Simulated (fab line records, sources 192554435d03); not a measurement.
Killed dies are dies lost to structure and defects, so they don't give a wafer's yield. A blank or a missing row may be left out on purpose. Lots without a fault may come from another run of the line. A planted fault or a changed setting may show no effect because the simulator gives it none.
Chamber matching | flow n5_finfet | N5_DUMMY_GATE_ETCH_23 on rie_si-04: 4 sister chambers
The step etches poly-Si in HBr/Cl2/O2, target depth 41 nm, time 22.3 s. 4 wafers are shown with their chamber, then 9 later ones without.

WAFERS WITH THEIR CHAMBER
wafer  | chamber | drypump_motor_current_A (A)
L081.1 | 0       | 5.7
L086.1 | 3       | 5.1
L086.3 | 2       | 4.9
L086.5 | 1       | 4.9

WAFERS WITHOUT THEIR CHAMBER
wafer  | drypump_motor_current_A (A)
L088.1 | 4.9
L088.3 | 4.9
L088.4 | 5.7
L094.2 | 4.9
L094.3 | 4.9
L094.5 | 5.0
L095.1 | 5.1
L095.3 | 4.9
L095.4 | 5.7

WHICH CHAMBER EACH WENT THROUGH
wafer  | from the rows above          | in truth
L088.1 | can't be placed: 1 or 2      | 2
L088.3 | can't be placed: 1 or 2      | 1
L088.4 | 0                            | 0
L094.2 | can't be placed: 1 or 2      | 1
L094.3 | can't be placed: 1 or 2      | 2
L094.5 | can't be placed: 1 or 2 or 3 | 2
L095.1 | 3                            | 3
L095.3 | can't be placed: 1 or 2      | 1
L095.4 | 0                            | 0
Placed correctly: 3 of 9. Can't be placed from these rows: 6 (the true chamber is among the candidates in 6). Placed wrongly: 0.
How it was worked out, from the rows above alone: a wafer's distance from a chamber is the root of the sum, over the readings, of the square of ((its reading less the chamber's mean) divided by the reading's scatter). The wafer belongs to the nearest chamber; if the next one is less than 2 further off, it can't be placed. A chamber's mean is the mean of its shown wafers. The scatter: with one shown wafer a chamber, the root of the mean of the squares of how far each hidden wafer lies from its nearest shown one.
